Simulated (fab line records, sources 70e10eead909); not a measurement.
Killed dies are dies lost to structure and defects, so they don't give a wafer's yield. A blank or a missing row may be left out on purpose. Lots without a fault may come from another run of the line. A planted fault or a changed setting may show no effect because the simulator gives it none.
Chamber matching | flow nand_harc | NHARC_A_SLIT_ETCH_24 on rie_diel-03: 4 sister chambers
The step etches the open film in CF4/CHF3, target depth 121 nm, time 60.5 s. 16 wafers are shown with their chamber, then 7 later ones without.

WAFERS WITH THEIR CHAMBER
wafer  | chamber | showerhead_plenum_p_Torr (Torr) | drypump_motor_current_A (A) | rf_vpp_V (V)
L365.2 | 0       | 1.66                            | 5.1                         | 373.4
L365.3 | 2       | 1.67                            | 5.2                         | 374.2
L365.5 | 2       | 1.67                            | 5.2                         | 373.7
L367.3 | 3       | 1.59                            | 4.9                         | 371.4
L367.4 | 1       | 1.53                            | 5.1                         | 368.2
L367.5 | 2       | 1.67                            | 5.1                         | 373.4
L370.2 | 2       | 1.67                            | 5.2                         | 373.8
L370.4 | 0       | 1.66                            | 5.1                         | 373.4
L370.6 | 0       | 1.65                            | 5.1                         | 372.7
L373.3 | 1       | 1.53                            | 5.1                         | 369.4
L373.4 | 0       | 1.65                            | 5.1                         | 373.1
L373.5 | 2       | 1.67                            | 5.2                         | 372.5
L374.2 | 3       | 1.59                            | 4.9                         | 372.2
L374.5 | 2       | 1.67                            | 5.2                         | 373.8
L374.6 | 1       | 1.53                            | 5.1                         | 369.3
L379.2 | 3       | 1.59                            | 4.9                         | 370.3

SIGNATURES (means of the wafers above)
reading                  | chamber 0 | chamber 1 | chamber 2 | chamber 3 | scatter within a chamber
showerhead_plenum_p_Torr | 1.6550    | 1.5300    | 1.6700    | 1.5900    | 0.00289
drypump_motor_current_A  | 5.100     | 5.100     | 5.183     | 4.900     | 0.0264
rf_vpp_V                 | 373.150   | 368.967   | 373.567   | 371.300   | 0.628
Rule: a wafer's distance from a chamber is the root of the sum, over the readings, of the square of ((its reading less the chamber's mean) divided by the reading's scatter). The wafer belongs to the nearest chamber; if the next one is less than 2 further off, it can't be placed. The scatter: the root of (the sum of the squares of (reading less its chamber's mean) over the shown wafers, divided by (wafers less chambers)).

WAFERS WITHOUT THEIR CHAMBER
wafer  | showerhead_plenum_p_Torr (Torr) | drypump_motor_current_A (A) | rf_vpp_V (V)
L379.3 | 1.65                            | 5.1                         | 371.9
L382.1 | 1.59                            | 4.9                         | 370.8
L382.5 | 1.65                            | 5.1                         | 373.5
L382.6 | 1.59                            | 4.9                         | 370.2
L387.1 | 1.53                            | 5.1                         | 369.2
L387.3 | 1.65                            | 5.1                         | 371.5
L387.6 | 1.67                            | 5.2                         | 374.5

WHICH CHAMBER EACH WENT THROUGH
wafer  | from the rows above | in truth
L379.3 | 0                   | 0
L382.1 | 3                   | 3
L382.5 | 0                   | 0
L382.6 | 3                   | 3
L387.1 | 1                   | 1
L387.3 | 0                   | 0
L387.6 | 2                   | 2
Placed correctly: 7 of 7. Can't be placed from these rows: 0. Placed wrongly: 0.
